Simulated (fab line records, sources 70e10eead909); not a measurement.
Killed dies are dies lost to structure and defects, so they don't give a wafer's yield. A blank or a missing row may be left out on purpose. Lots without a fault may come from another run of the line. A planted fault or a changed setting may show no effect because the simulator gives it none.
Chamber matching | flow nand_harc | NHARC_A_STAIRCASE_DEP_471 on pecvd-03: 3 sister chambers
The step deposits SiO2, target thk 100 nm. 16 wafers are shown with their chamber, then 8 later ones without.

WAFERS WITH THEIR CHAMBER
wafer  | chamber | heater_power_w (W) | throttle_valve_pct (%)
L078.1 | 0       | 410                | 15.2
L078.3 | 2       | 642                | 15.8
L078.5 | 1       | 801                | 16.0
L082.1 | 2       | 649                | 15.8
L082.3 | 1       | 750                | 16.0
L082.6 | 2       | 646                | 15.6
L081.1 | 2       | 661                | 15.5
L081.4 | 2       | 683                | 15.7
L081.6 | 0       | 393                | 15.2
L085.3 | 0       | 347                | 15.2
L085.4 | 0       | 352                | 15.1
L085.5 | 1       | 750                | 16.0
L088.1 | 2       | 623                | 15.6
L088.4 | 2       | 619                | 15.6
L088.6 | 0       | 498                | 15.0
L093.2 | 1       | 723                | 15.4

SIGNATURES (means of the wafers above)
reading            | chamber 0 | chamber 1 | chamber 2 | scatter within a chamber
heater_power_w     | 400.00    | 756.00    | 646.14    | 40.1
throttle_valve_pct | 15.140    | 15.850    | 15.657    | 0.171
Rule: a wafer's distance from a chamber is the root of the sum, over the readings, of the square of ((its reading less the chamber's mean) divided by the reading's scatter). The wafer belongs to the nearest chamber; if the next one is less than 2 further off, it can't be placed. The scatter: the root of (the sum of the squares of (reading less its chamber's mean) over the shown wafers, divided by (wafers less chambers)).

WAFERS WITHOUT THEIR CHAMBER
wafer  | heater_power_w (W) | throttle_valve_pct (%)
L093.4 | 741                | 15.3
L093.6 | 669                | 15.9
L097.1 | 556                | 15.9
L097.2 | 714                | 15.6
L097.3 | 465                | 14.9
L096.1 | 530                | 15.7
L096.3 | 512                | 14.5
L096.6 | 734                | 15.3

WHICH CHAMBER EACH WENT THROUGH
wafer  | from the rows above     | in truth
L093.4 | can't be placed: 2 or 1 | 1
L093.6 | can't be placed: 2 or 1 | 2
L097.1 | 2                       | 2
L097.2 | can't be placed: 2 or 1 | 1
L097.3 | 0                       | 0
L096.1 | can't be placed: 2 or 0 | 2
L096.3 | 0                       | 0
L096.6 | can't be placed: 2 or 1 | 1
Placed correctly: 3 of 8. Can't be placed from these rows: 5 (the true chamber is among the candidates in 5). Placed wrongly: 0.
